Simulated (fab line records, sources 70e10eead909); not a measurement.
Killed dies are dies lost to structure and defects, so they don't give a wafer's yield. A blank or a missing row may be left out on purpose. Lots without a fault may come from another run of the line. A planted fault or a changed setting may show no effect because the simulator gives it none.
Which tool did it? | flow nand_harc | 6 lots, 17 wafers sampled, at 5 steps of a route of 1302

WHAT THE GAUGES READ, wafer by wafer
NHARC_P_M2_CD_MEAS_09: target cd 170 nm.
lot  | measured     | on        | cd_nm (nm)
L351 | day 7 14:12  | cd_sem-02 | 170.6 170.1 170.3
L355 | day 9 06:27  | cd_sem-02 | 170.7 170.6 170.8
L357 | day 10 13:16 | cd_sem-01 | 169.4 169.3 169.9
L364 | day 13 04:55 | cd_sem-01 | 168.7 168.9
L369 | day 15 00:34 | cd_sem-02 | 169.4 169.1 170.2
L371 | day 15 18:46 | cd_sem-03 | 170.1 170.3 170.2

WHICH TOOL RAN EACH LOT (tool, then ch and the chambers of the sampled wafers, then the start)
lot  | NHARC_P_M1_ETCH_28                            | NHARC_P_M1_PVD_20                       | NHARC_P_M1_PVD_21                       | NHARC_P_M2_PEB_07
L351 | rie_diel-09 ch 0,2, day 7 14:07 or earlier    | pvd_sputter-02, day 7 14:07 or earlier  | pvd_sputter-02, day 7 14:07 or earlier  | litho_track-04 ch 0, day 7 14:07
L355 | rie_diel-02 ch 0,1, day 9 06:22 or earlier    | pvd_sputter-03, day 9 06:22 or earlier  | pvd_sputter-03, day 9 06:22 or earlier  | litho_track-01 ch 0, day 9 06:22
L357 | rie_diel-09 ch 1,2,3, day 10 13:11 or earlier | pvd_sputter-02, day 10 13:11 or earlier | pvd_sputter-02, day 10 13:11 or earlier | litho_track-04 ch 0, day 10 13:11
L364 | rie_diel-06 ch 0,3, day 13 04:50 or earlier   | pvd_sputter-01, day 13 04:50 or earlier | pvd_sputter-01, day 13 04:50 or earlier | litho_track-01 ch 0, day 13 04:50
L369 | rie_diel-09 ch 1,2,3, day 15 00:29 or earlier | pvd_sputter-01, day 15 00:29 or earlier | pvd_sputter-01, day 15 00:29 or earlier | litho_track-06 ch 0, day 15 00:29
L371 | rie_diel-06 ch 1,2,3, day 15 18:41 or earlier | pvd_sputter-01, day 15 18:41 or earlier | pvd_sputter-01, day 15 18:41 or earlier | litho_track-04 ch 0, day 15 18:41
- NHARC_P_M1_ETCH_28: etches the open film in CF4/N2, target depth 30 nm, time 72.99 s.
- NHARC_P_M1_PVD_20: deposits TaN, target thk 5 nm, time 8.06 s.
- NHARC_P_M1_PVD_21: deposits Cu, target thk 30 nm, time 20.49 s.
- NHARC_P_M2_PEB_07: peb time 65 s.

THE ANSWER, worked out from the rows above alone
Rule: what is usual is taken from the lots themselves. Put in order of their means at a reading, lots are off if they are a third of the lots or fewer, leave a main group of 4 or more, and stand apart from it by a gap of 3 or more times the standard deviation of the main group's means; of several such gaps the widest counts. A main group whose means are all the same, to the digits that the tables above print for the reading, isn't used. A lot without any number at a reading at which 4 lots or more have one is off too. The other lots that the step has rows for count as sound.
No lot is off at any reading shown: from this, nothing can be told.

WHAT THE SIMULATOR HAD PUT IN
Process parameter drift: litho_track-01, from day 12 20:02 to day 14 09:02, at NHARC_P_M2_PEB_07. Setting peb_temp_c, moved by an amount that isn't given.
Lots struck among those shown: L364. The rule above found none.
